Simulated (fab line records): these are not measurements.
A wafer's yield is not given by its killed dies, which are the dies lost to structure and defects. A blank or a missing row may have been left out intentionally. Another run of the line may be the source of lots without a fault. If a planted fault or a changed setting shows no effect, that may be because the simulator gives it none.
Which tool was responsible? / flow nand_harc / Sampling: 7 lots, 21 wafers, 2 of 1159 route steps

WHAT THE GAUGES SHOWED, per wafer
NHARC_P_ZERO_WELL_INSPECT_43.
lot=L738; measured=day 2 01:34; on=defect_inspect-01; raw_defect_count=11 13 7
lot=L744; measured=day 3 13:33; on=defect_inspect-01; raw_defect_count=19 15 10
lot=L749; measured=day 4 19:21; on=defect_inspect-02; raw_defect_count=9 53 46
lot=L752; measured=day 5 13:37; on=defect_inspect-02; raw_defect_count=13 8 10
lot=L754; measured=day 6 01:49; on=defect_inspect-01; raw_defect_count=15 13 10
lot=L757; measured=day 6 19:40; on=defect_inspect-02; raw_defect_count=7 7 4
lot=L760; measured=day 7 13:37; on=defect_inspect-02; raw_defect_count=16 22 21

WHICH TOOL RAN EACH LOT (tool, then ch and the chambers of the sampled wafers, then the start)
lot=L738; NHARC_P_ZERO_WELL_PECVD_02=pecvd-03 ch 0,2, day 1 18:30
lot=L744; NHARC_P_ZERO_WELL_PECVD_02=pecvd-02 ch 0,1, day 3 06:27
lot=L749; NHARC_P_ZERO_WELL_PECVD_02=pecvd-03 ch 0,2, day 4 12:26
lot=L752; NHARC_P_ZERO_WELL_PECVD_02=pecvd-02 ch 1,2, day 5 06:29
lot=L754; NHARC_P_ZERO_WELL_PECVD_02=pecvd-02 ch 0,2, day 5 18:47
lot=L757; NHARC_P_ZERO_WELL_PECVD_02=pecvd-01 ch 0,1,2, day 6 12:31
lot=L760; NHARC_P_ZERO_WELL_PECVD_02=pecvd-02 ch 0,1, day 7 06:33
- NHARC_P_ZERO_WELL_PECVD_02: deposits SiO2, target thk 10 nm.

THE ANSWER, worked out from the rows above alone
Rule: the lots themselves supply what counts as usual. The widest of any qualifying gaps counts: lots, ordered by their means at a reading, are off when they make up no more than a third of the lots, leave a main group of 4 or more, and stand apart from it by 3 or more times the standard deviation of that group's means. A main group is skipped when, at the precision printed for the reading in the tables above, its means are all equal. A lot without any number at a reading at which 4 lots or more have one is off too. Any other lot the step has rows for is counted as sound.
Off: L749, at NHARC_P_ZERO_WELL_INSPECT_43 (raw_defect_count). Mean 12 and standard deviation 4.2 in the main group.
If a tool, at a process step before that reading, ran all the lots that are off and no sound lot after the first of them, it fits. Those tools and the gauges at NHARC_P_ZERO_WELL_INSPECT_43 are tried in the same way. One fits: NHARC_P_ZERO_WELL_PECVD_02 on pecvd-03. A fault onset in the window from L738 (day 1 18:30, its last sound lot) to L749 (day 4 12:26, its first lot off) fits.

WHAT THE SIMULATOR HAD INSERTED
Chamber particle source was pecvd-03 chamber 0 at NHARC_P_ZERO_WELL_PECVD_02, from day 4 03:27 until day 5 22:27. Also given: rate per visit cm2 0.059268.
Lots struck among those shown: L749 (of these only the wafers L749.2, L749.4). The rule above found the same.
